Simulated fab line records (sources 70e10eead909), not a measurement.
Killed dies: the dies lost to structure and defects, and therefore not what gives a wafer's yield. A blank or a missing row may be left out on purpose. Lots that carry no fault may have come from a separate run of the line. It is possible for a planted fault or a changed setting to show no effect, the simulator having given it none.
Which tool did it? / flow nand-harc / 24 lots with 72 wafers sampled at 5 steps, on a route of 1302 steps

WHAT THE GAUGES READ, wafer by wafer
NHARC_A_M0_THK_MEAS_24: measures by xrf.
lot=L074; measured=day 22 14:19; on=film-metro-02; thk-nm (nm)=113.7 115.1 112.4
lot=L075; measured=day 23 18:22; on=film-metro-02; thk-nm (nm)=113.5 113.7 115.9
lot=L078; measured=day 24 09:20; on=film-metro-01; thk-nm (nm)=114.9 113.2 112.3
lot=L076; measured=day 24 10:23; on=film-metro-02; thk-nm (nm)=113.9 114.4 115.6
lot=L077; measured=day 24 13:56; on=film-metro-01; thk-nm (nm)=113.9 113.0 114.2
lot=L079; measured=day 24 22:44; on=film-metro-02; thk-nm (nm)=112.5 113.2 112.4
lot=L080; measured=day 25 21:43; on=film-metro-02; thk-nm (nm)=115.0 112.0 114.4
lot=L082; measured=day 25 23:26; on=film-metro-01; thk-nm (nm)=113.0 114.5 117.3
lot=L081; measured=day 26 03:47; on=film-metro-01; thk-nm (nm)=115.8 112.5 112.9
lot=L084; measured=day 26 16:10; on=film-metro-01; thk-nm (nm)=114.0 112.8 112.6
lot=L083; measured=day 26 19:41; on=film-metro-01; thk-nm (nm)=113.3 112.6 117.0
lot=L086; measured=day 27 15:55; on=film-metro-02; thk-nm (nm)=112.3 112.2 112.2
lot=L087; measured=day 27 23:08; on=film-metro-02; thk-nm (nm)=116.1 115.3 111.4
lot=L085; measured=day 28 01:10; on=film-metro-01; thk-nm (nm)=114.6 112.1 114.3
lot=L088; measured=day 28 04:36; on=film-metro-01; thk-nm (nm)=112.3 112.5 113.2
lot=L089; measured=day 28 12:25; on=film-metro-01; thk-nm (nm)=115.7 114.8 112.5
lot=L090; measured=day 29 01:22; on=film-metro-02; thk-nm (nm)=113.2 114.0 113.8
lot=L091; measured=day 29 18:05; on=film-metro-01; thk-nm (nm)=116.6 115.4 116.1
lot=L092; measured=day 30 09:31; on=film-metro-02; thk-nm (nm)=112.7 111.8 111.8
lot=L093; measured=day 31 05:10; on=film-metro-02; thk-nm (nm)=111.0 113.1 112.9
lot=L094; measured=day 31 10:15; on=film-metro-02; thk-nm (nm)=112.7 114.1 114.9
lot=L095; measured=day 31 11:29; on=film-metro-02; thk-nm (nm)=112.9 112.2 112.2
lot=L096; measured=day 31 17:01; on=film-metro-02; thk-nm (nm)=112.8 109.8 112.2
lot=L097; measured=day 31 22:37; on=film-metro-02; thk-nm (nm)=113.8 115.6 113.2

NHARC_A_M1_CD_MEAS_09: target cd 120 nm.
lot=L074; measured=day 22 15:52; on=cd-sem-02; cd-nm (nm)=120.6 119.8 119.6
lot=L075; measured=day 23 19:54; on=cd-sem-01; cd-nm (nm)=120.3 120.5 120.2
lot=L078; measured=day 24 10:46; on=cd-sem-02; cd-nm (nm)=120.0 119.9 120.3
lot=L076; measured=day 24 11:49; on=cd-sem-03; cd-nm (nm)=120.4 120.1 119.2
lot=L077; measured=day 24 15:32; on=cd-sem-03; cd-nm (nm)=121.1 121.9 120.6
lot=L079; measured=day 25 00:10; on=cd-sem-03; cd-nm (nm)=120.2 119.3 118.8
lot=L080; measured=day 25 23:19; on=cd-sem-03; cd-nm (nm)=118.9 119.8 118.4
lot=L082; measured=day 26 01:30; on=cd-sem-02; cd-nm (nm)=121.1 121.5 121.9
lot=L081; measured=day 26 05:11; on=cd-sem-01; cd-nm (nm)=119.2 119.7 120.5
lot=L084; measured=day 26 17:43; on=cd-sem-02; cd-nm (nm)=119.9 119.9 119.7
lot=L083; measured=day 26 21:14; on=cd-sem-02; cd-nm (nm)=120.5 120.6 120.0
lot=L086; measured=day 27 17:20; on=cd-sem-03; cd-nm (nm)=119.8 119.8 119.4
lot=L087; measured=day 28 00:34; on=cd-sem-02; cd-nm (nm)=121.1 121.2 121.3
lot=L085; measured=day 28 02:36; on=cd-sem-03; cd-nm (nm)=119.5 119.8 119.1
lot=L088; measured=day 28 06:02; on=cd-sem-01; cd-nm (nm)=120.1 120.1 120.5
lot=L089; measured=day 28 13:50; on=cd-sem-03; cd-nm (nm)=120.7 120.4 120.4
lot=L090; measured=day 29 02:55; on=cd-sem-03; cd-nm (nm)=120.1 119.5 121.1
lot=L091; measured=day 29 19:30; on=cd-sem-01; cd-nm (nm)=119.0 119.1 119.6
lot=L092; measured=day 30 11:04; on=cd-sem-01; cd-nm (nm)=121.1 120.9 121.0
lot=L093; measured=day 31 06:41; on=cd-sem-02; cd-nm (nm)=118.6 119.1 119.1
lot=L094; measured=day 31 11:48; on=cd-sem-02; cd-nm (nm)=120.6 120.6 121.6
lot=L095; measured=day 31 13:02; on=cd-sem-03; cd-nm (nm)=121.1 121.3 120.7
lot=L096; measured=day 31 18:34; on=cd-sem-03; cd-nm (nm)=118.9 119.5 119.3
lot=L097; measured=day 32 00:12; on=cd-sem-03; cd-nm (nm)=120.4 119.9 119.0

TOOL THAT RAN EACH LOT (tool first, then ch and the chambers of the sampled wafers, then the start)
lot=L074; NHARC_A_BLC_PVD_32=pvd-sputter-03, day 22 10:38 or earlier; NHARC_A_BLC_CMP_25=cmp-03 ch 0,3, day 22 10:38; NHARC_A_M0_PRE_CLEAN_31=pecvd-03 ch 0,1,2, day 22 14:34
lot=L075; NHARC_A_BLC_PVD_32=pvd-sputter-01, day 23 14:32 or earlier; NHARC_A_BLC_CMP_25=cmp-02 ch 1,3, day 23 14:32; NHARC_A_M0_PRE_CLEAN_31=pecvd-01 ch 0,1,2, day 23 18:36
lot=L078; NHARC_A_BLC_PVD_32=pvd-sputter-02, day 24 05:32 or earlier; NHARC_A_BLC_CMP_25=cmp-01 ch 0,1,3, day 24 05:32; NHARC_A_M0_PRE_CLEAN_31=pecvd-03 ch 0,2, day 24 09:34
lot=L076; NHARC_A_BLC_PVD_32=pvd-sputter-03, day 24 06:40 or earlier; NHARC_A_BLC_CMP_25=cmp-01 ch 2,3, day 24 06:40; NHARC_A_M0_PRE_CLEAN_31=pecvd-02 ch 1,2, day 24 10:38
lot=L077; NHARC_A_BLC_PVD_32=pvd-sputter-01, day 24 09:58 or earlier; NHARC_A_BLC_CMP_25=cmp-01 ch 0,1,2, day 24 09:58; NHARC_A_M0_PRE_CLEAN_31=pecvd-02 ch 0,1,2, day 24 14:12
lot=L079; NHARC_A_BLC_PVD_32=pvd-sputter-01, day 24 18:38 or earlier; NHARC_A_BLC_CMP_25=cmp-01 ch 0,1,2, day 24 18:38; NHARC_A_M0_PRE_CLEAN_31=pecvd-02 ch 0,2, day 24 22:58
lot=L080; NHARC_A_BLC_PVD_32=pvd-sputter-01, day 25 18:01 or earlier; NHARC_A_BLC_CMP_25=cmp-02 ch 0,1,3, day 25 18:01; NHARC_A_M0_PRE_CLEAN_31=pecvd-02 ch 0,1, day 25 21:57
lot=L082; NHARC_A_BLC_PVD_32=pvd-sputter-01, day 25 19:46 or earlier; NHARC_A_BLC_CMP_25=cmp-03 ch 1,2,3, day 25 19:46; NHARC_A_M0_PRE_CLEAN_31=pecvd-03 ch 1,2, day 25 23:40
lot=L081; NHARC_A_BLC_PVD_32=pvd-sputter-03, day 25 23:34 or earlier; NHARC_A_BLC_CMP_25=cmp-01 ch 1,2,3, day 25 23:34; NHARC_A_M0_PRE_CLEAN_31=pecvd-03 ch 0,1, day 26 04:01
lot=L084; NHARC_A_BLC_PVD_32=pvd-sputter-03, day 26 12:31 or earlier; NHARC_A_BLC_CMP_25=cmp-01 ch 0,3, day 26 12:31; NHARC_A_M0_PRE_CLEAN_31=pecvd-02 ch 0,1,2, day 26 16:25
lot=L083; NHARC_A_BLC_PVD_32=pvd-sputter-03, day 26 16:01 or earlier; NHARC_A_BLC_CMP_25=cmp-01 ch 0,2, day 26 16:01; NHARC_A_M0_PRE_CLEAN_31=pecvd-02 ch 1,2, day 26 19:56
lot=L086; NHARC_A_BLC_PVD_32=pvd-sputter-02, day 27 12:16 or earlier; NHARC_A_BLC_CMP_25=cmp-01 ch 1,2,3, day 27 12:16; NHARC_A_M0_PRE_CLEAN_31=pecvd-02 ch 0,1, day 27 16:09
lot=L087; NHARC_A_BLC_PVD_32=pvd-sputter-01, day 27 19:21 or earlier; NHARC_A_BLC_CMP_25=cmp-02 ch 2,3, day 27 19:21; NHARC_A_M0_PRE_CLEAN_31=pecvd-03 ch 0,2, day 27 23:21
lot=L085; NHARC_A_BLC_PVD_32=pvd-sputter-03, day 27 21:07 or earlier; NHARC_A_BLC_CMP_25=cmp-02 ch 0,2,3, day 27 21:07; NHARC_A_M0_PRE_CLEAN_31=pecvd-03 ch 0,1,2, day 28 01:25
lot=L088; NHARC_A_BLC_PVD_32=pvd-sputter-01, day 28 00:53 or earlier; NHARC_A_BLC_CMP_25=cmp-03 ch 1,3, day 28 00:53; NHARC_A_M0_PRE_CLEAN_31=pecvd-01 ch 0,2, day 28 04:49
lot=L089; NHARC_A_BLC_PVD_32=pvd-sputter-01, day 28 08:46 or earlier; NHARC_A_BLC_CMP_25=cmp-03 ch 0,1,2, day 28 08:46; NHARC_A_M0_PRE_CLEAN_31=pecvd-03 ch 0,2, day 28 12:38
lot=L090; NHARC_A_BLC_PVD_32=pvd-sputter-01, day 28 21:40 or earlier; NHARC_A_BLC_CMP_25=cmp-02 ch 0,2,3, day 28 21:40; NHARC_A_M0_PRE_CLEAN_31=pecvd-02 ch 0,1, day 29 01:36
lot=L091; NHARC_A_BLC_PVD_32=pvd-sputter-03, day 29 14:18 or earlier; NHARC_A_BLC_CMP_25=cmp-01 ch 2,3, day 29 14:18; NHARC_A_M0_PRE_CLEAN_31=pecvd-01 ch 0,1, day 29 18:19
lot=L092; NHARC_A_BLC_PVD_32=pvd-sputter-01, day 30 05:41 or earlier; NHARC_A_BLC_CMP_25=cmp-03 ch 0,1,3, day 30 05:41; NHARC_A_M0_PRE_CLEAN_31=pecvd-01 ch 1,2, day 30 09:44
lot=L093; NHARC_A_BLC_PVD_32=pvd-sputter-03, day 31 01:25 or earlier; NHARC_A_BLC_CMP_25=cmp-03 ch 1,2,3, day 31 01:25; NHARC_A_M0_PRE_CLEAN_31=pecvd-01 ch 1,2, day 31 05:23
lot=L094; NHARC_A_BLC_PVD_32=pvd-sputter-03, day 31 06:23 or earlier; NHARC_A_BLC_CMP_25=cmp-03 ch 0,3, day 31 06:23; NHARC_A_M0_PRE_CLEAN_31=pecvd-02 ch 0,1, day 31 10:28
lot=L095; NHARC_A_BLC_PVD_32=pvd-sputter-01, day 31 07:40 or earlier; NHARC_A_BLC_CMP_25=cmp-01 ch 0,2, day 31 07:40; NHARC_A_M0_PRE_CLEAN_31=pecvd-01 ch 1,2, day 31 11:46
lot=L096; NHARC_A_BLC_PVD_32=pvd-sputter-01, day 31 13:01 or earlier; NHARC_A_BLC_CMP_25=cmp-03 ch 1,2,3, day 31 13:01; NHARC_A_M0_PRE_CLEAN_31=pecvd-01 ch 0,1,2, day 31 17:14
lot=L097; NHARC_A_BLC_PVD_32=pvd-sputter-01, day 31 18:57 or earlier; NHARC_A_BLC_CMP_25=cmp-03 ch 1,2,3, day 31 18:57; NHARC_A_M0_PRE_CLEAN_31=pecvd-02 ch 1,2, day 31 22:54
- NHARC_A_BLC_PVD_32: deposits Ti, target thk 5 nm, time 17.7 s.
- NHARC_A_BLC_CMP_25: polishes, t overpolish 30 s, target thk 150 nm.
- NHARC_A_M0_PRE_CLEAN_31: time 12 s.

AS READ BY THE TOOLS THEMSELVES (means over the sampled wafers that have a number; for cases with no such wafer, the mark the record gives instead)
NHARC_A_BLC_PVD_32.
lot=L074; tool=pvd-sputter-03; throttle-valve-pct (%)=30.6
lot=L075; tool=pvd-sputter-01; throttle-valve-pct (%)=29.4
lot=L078; tool=pvd-sputter-02; throttle-valve-pct (%)=30.0
lot=L076; tool=pvd-sputter-03; throttle-valve-pct (%)=29.7
lot=L077; tool=pvd-sputter-01; throttle-valve-pct (%)=29.7
lot=L079; tool=pvd-sputter-01; throttle-valve-pct (%)=29.9
lot=L080; tool=pvd-sputter-01; throttle-valve-pct (%)=28.8
lot=L082; tool=pvd-sputter-01; throttle-valve-pct (%)=29.8
lot=L081; tool=pvd-sputter-03; throttle-valve-pct (%)=30.3
lot=L084; tool=pvd-sputter-03; throttle-valve-pct (%)=29.5
lot=L083; tool=pvd-sputter-03; throttle-valve-pct (%)=28.9
lot=L086; tool=pvd-sputter-02; throttle-valve-pct (%)=29.8
lot=L087; tool=pvd-sputter-01; throttle-valve-pct (%)=29.2
lot=L085; tool=pvd-sputter-03; throttle-valve-pct (%)=30.0
lot=L088; tool=pvd-sputter-01; throttle-valve-pct (%)=29.4
lot=L089; tool=pvd-sputter-01; throttle-valve-pct (%)=29.0
lot=L090; tool=pvd-sputter-01; throttle-valve-pct (%)=29.0
lot=L091; tool=pvd-sputter-03; throttle-valve-pct (%)=29.6
lot=L092; tool=pvd-sputter-01; throttle-valve-pct (%)=29.6
lot=L093; tool=pvd-sputter-03; throttle-valve-pct (%)=30.6
lot=L094; tool=pvd-sputter-03; throttle-valve-pct (%)=29.3
lot=L095; tool=pvd-sputter-01; throttle-valve-pct (%)=29.4
lot=L096; tool=pvd-sputter-01; throttle-valve-pct (%)=28.7
lot=L097; tool=pvd-sputter-01; throttle-valve-pct (%)=28.9

NHARC_A_BLC_CMP_25.
lot=L074; tool=cmp-03; motor-current-A (A)=12.7; overpolish-run-s (s)=30.008; slurry-filter-dp-kPa (kPa)=13.32; time-to-endpoint-s (s)=32.7
lot=L075; tool=cmp-02; motor-current-A (A)=12.6; overpolish-run-s (s)=30.001; slurry-filter-dp-kPa (kPa)=13.49; time-to-endpoint-s (s)=27.9
lot=L078; tool=cmp-01; motor-current-A (A)=12.1; overpolish-run-s (s)=30.012; slurry-filter-dp-kPa (kPa)=13.61; time-to-endpoint-s (s)=29.7
lot=L076; tool=cmp-01; motor-current-A (A)=11.9; overpolish-run-s (s)=30.010; slurry-filter-dp-kPa (kPa)=13.47; time-to-endpoint-s (s)=31.7
lot=L077; tool=cmp-01; motor-current-A (A)=11.1; overpolish-run-s (s)=30.003; slurry-filter-dp-kPa (kPa)=13.53; time-to-endpoint-s (s)=31.8
lot=L079; tool=cmp-01; motor-current-A (A)=11.4; overpolish-run-s (s)=29.996; slurry-filter-dp-kPa (kPa)=13.59; time-to-endpoint-s (s)=33.2
lot=L080; tool=cmp-02; motor-current-A (A)=12.7; overpolish-run-s (s)=29.991; slurry-filter-dp-kPa (kPa)=13.41; time-to-endpoint-s (s)=29.7
lot=L082; tool=cmp-03; motor-current-A (A)=12.5; overpolish-run-s (s)=30.005; slurry-filter-dp-kPa (kPa)=13.45; time-to-endpoint-s (s)=32.1
lot=L081; tool=cmp-01; motor-current-A (A)=11.6; overpolish-run-s (s)=30.006; slurry-filter-dp-kPa (kPa)=13.49; time-to-endpoint-s (s)=32.5
lot=L084; tool=cmp-01; motor-current-A (A)=12.2; overpolish-run-s (s)=29.997; slurry-filter-dp-kPa (kPa)=13.53; time-to-endpoint-s (s)=29.6
lot=L083; tool=cmp-01; motor-current-A (A)=11.2; overpolish-run-s (s)=30.006; slurry-filter-dp-kPa (kPa)=13.43; time-to-endpoint-s (s)=33.0
lot=L086; tool=cmp-01; motor-current-A (A)=11.8; overpolish-run-s (s)=30.005; slurry-filter-dp-kPa (kPa)=13.43; time-to-endpoint-s (s)=31.0
lot=L087; tool=cmp-02; motor-current-A (A)=12.2; overpolish-run-s (s)=29.993; slurry-filter-dp-kPa (kPa)=13.42; time-to-endpoint-s (s)=27.9
lot=L085; tool=cmp-02; motor-current-A (A)=11.7; overpolish-run-s (s)=29.989; slurry-filter-dp-kPa (kPa)=13.50; time-to-endpoint-s (s)=29.0
lot=L088; tool=cmp-03; motor-current-A (A)=13.0; overpolish-run-s (s)=30.009; slurry-filter-dp-kPa (kPa)=13.52; time-to-endpoint-s (s)=29.3
lot=L089; tool=cmp-03; motor-current-A (A)=11.9; overpolish-run-s (s)=30.002; slurry-filter-dp-kPa (kPa)=13.39; time-to-endpoint-s (s)=32.7
lot=L090; tool=cmp-02; motor-current-A (A)=12.0; overpolish-run-s (s)=30.001; slurry-filter-dp-kPa (kPa)=13.52; time-to-endpoint-s (s)=27.7
lot=L091; tool=cmp-01; motor-current-A (A)=12.0; overpolish-run-s (s)=29.996; slurry-filter-dp-kPa (kPa)=13.38; time-to-endpoint-s (s)=31.1
lot=L092; tool=cmp-03; motor-current-A (A)=12.8; overpolish-run-s (s)=29.996; slurry-filter-dp-kPa (kPa)=13.49; time-to-endpoint-s (s)=32.5
lot=L093; tool=cmp-03; motor-current-A (A)=12.7; overpolish-run-s (s)=29.990; slurry-filter-dp-kPa (kPa)=13.53; time-to-endpoint-s (s)=31.0
lot=L094; tool=cmp-03; motor-current-A (A)=13.3; overpolish-run-s (s)=30.005; slurry-filter-dp-kPa (kPa)=13.39; time-to-endpoint-s (s)=28.6
lot=L095; tool=cmp-01; motor-current-A (A)=11.1; overpolish-run-s (s)=30.005; slurry-filter-dp-kPa (kPa)=13.42; time-to-endpoint-s (s)=30.9
lot=L096; tool=cmp-03; motor-current-A (A)=12.2; overpolish-run-s (s)=30.007; slurry-filter-dp-kPa (kPa)=13.53; time-to-endpoint-s (s)=30.5
lot=L097; tool=cmp-03; motor-current-A (A)=12.3; overpolish-run-s (s)=30.001; slurry-filter-dp-kPa (kPa)=13.45; time-to-endpoint-s (s)=30.1

NHARC_A_M0_PRE_CLEAN_31.
lot=L074; tool=pecvd-03; heater-power-w (W)=640; susceptor-temp-C (C)=370.03
lot=L075; tool=pecvd-01; heater-power-w (W)=621; susceptor-temp-C (C)=369.83
lot=L078; tool=pecvd-03; heater-power-w (W)=654; susceptor-temp-C (C)=369.89
lot=L076; tool=pecvd-02; heater-power-w (W)=799; susceptor-temp-C (C)=369.83
lot=L077; tool=pecvd-02; heater-power-w (W)=740; susceptor-temp-C (C)=370.01
lot=L079; tool=pecvd-02; heater-power-w (W)=670; susceptor-temp-C (C)=369.95
lot=L080; tool=pecvd-02; heater-power-w (W)=666; susceptor-temp-C (C)=370.18
lot=L082; tool=pecvd-03; heater-power-w (W)=585; susceptor-temp-C (C)=370.19
lot=L081; tool=pecvd-03; heater-power-w (W)=618; susceptor-temp-C (C)=370.01
lot=L084; tool=pecvd-02; heater-power-w (W)=741; susceptor-temp-C (C)=369.91
lot=L083; tool=pecvd-02; heater-power-w (W)=762; susceptor-temp-C (C)=369.88
lot=L086; tool=pecvd-02; heater-power-w (W)=639; susceptor-temp-C (C)=369.96
lot=L087; tool=pecvd-03; heater-power-w (W)=630; susceptor-temp-C (C)=370.25
lot=L085; tool=pecvd-03; heater-power-w (W)=657; susceptor-temp-C (C)=370.06
lot=L088; tool=pecvd-01; heater-power-w (W)=626; susceptor-temp-C (C)=369.68
lot=L089; tool=pecvd-03; heater-power-w (W)=600; susceptor-temp-C (C)=369.97
lot=L090; tool=pecvd-02; heater-power-w (W)=764; susceptor-temp-C (C)=370.12
lot=L091; tool=pecvd-01; heater-power-w (W)=541; susceptor-temp-C (C)=369.85
lot=L092; tool=pecvd-01; heater-power-w (W)=640; susceptor-temp-C (C)=369.91
lot=L093; tool=pecvd-01; heater-power-w (W)=580; susceptor-temp-C (C)=369.97
lot=L094; tool=pecvd-02; heater-power-w (W)=768; susceptor-temp-C (C)=370.15
lot=L095; tool=pecvd-01; heater-power-w (W)=628; susceptor-temp-C (C)=370.22
lot=L096; tool=pecvd-01; heater-power-w (W)=615; susceptor-temp-C (C)=370.02
lot=L097; tool=pecvd-02; heater-power-w (W)=808; susceptor-temp-C (C)=369.89

THE ANSWER, worked out from the rows above alone
Rule: the lots themselves supply what counts as usual. The widest of any qualifying gaps counts: lots, ordered by their means at a reading, are off when they make up no more than a third of the lots, leave a main group of 4 or more, and stand apart from it by 3 or more times the standard deviation of that group's means. The tables above print the reading to a certain number of digits; a main group whose means all agree to those digits is not used. Also off: a lot with no number at a reading for which 4 or more lots have one. Where the step has rows for the other lots, those lots are counted as sound. Order of review: gauges by route order, followed by the tools' own readings, for which a lot's mean as printed above is used. The first step at which some lot is off is used, and at that step the reading that is off furthest; a lot without a number counts as furthest.
No lot is off on any of the readings shown, so nothing can be concluded from this.

WHAT THE SIMULATOR PUT IN
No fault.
